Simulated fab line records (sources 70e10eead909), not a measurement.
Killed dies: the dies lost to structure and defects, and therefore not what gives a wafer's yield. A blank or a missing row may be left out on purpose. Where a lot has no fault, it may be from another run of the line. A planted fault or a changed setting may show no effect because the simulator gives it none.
Chamber matching | flow nandHarc | 4 sister chambers for NHARC_A_WL_FILL_ALD_19 on aldMetal-02
The step deposits TiN, target thk 2 nm, pulse time 3 s, ald cycles 100. 8 wafers are shown with their chamber, then 7 later ones without.

== WAFERS, EACH WITH ITS CHAMBER ==
wafer  | chamber | heaterPowerW (W) | precursorPulseHeightRel
L321.5 | 3       | 1058             | 1.010
L320.3 | 3       | 1064             | 0.970
L320.4 | 2       | 1044             | 1.022
L331.2 | 0       | 1089             | 1.032
L331.3 | 1       | 1123             | 0.957
L331.4 | 2       | 1081             | 1.013
L335.1 | 1       | 1118             | 0.986
L335.5 | 0       | 1106             | 1.019

== WAFERS MISSING THEIR CHAMBER ==
wafer  | heaterPowerW (W) | precursorPulseHeightRel
L335.6 | 1119             | 1.008
L336.1 | 1138             | 0.993
L336.3 | 1074             | 1.040
L336.6 | 1149             | 1.018
L337.1 | 1109             | 1.021
L337.4 | 1161             | 1.008
L337.5 | 1123             | 0.985

== WHICH CHAMBER EACH WENT THROUGH ==
wafer  | from the rows above          | in truth
L335.6 | can't be placed: 0 or 1      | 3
L336.1 | can't be placed: 1 or 0      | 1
L336.3 | can't be placed: 2 or 0 or 3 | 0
L336.6 | can't be placed: 1 or 0      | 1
L337.1 | can't be placed: 0 or 1      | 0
L337.4 | can't be placed: 1 or 0      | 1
L337.5 | 1                            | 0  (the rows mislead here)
Correct placement for 0 of the 7. Unplaceable from these rows: 6, with the true chamber sitting among the candidates in 5. Number placed wrongly: 1.
How it was worked out, from the rows above alone: a wafer's distance from a chamber is the root of the sum, over the readings, of the square of ((its reading less the chamber's mean) divided by the reading's scatter). The wafer belongs to the nearest chamber; if the next one is less than 2 further off, it can't be placed. For every chamber, the mean is computed from those of its wafers that are shown. The scatter: the root of (the sum of the squares of (reading less its chamber's mean) over the shown wafers, divided by (wafers less chambers)).
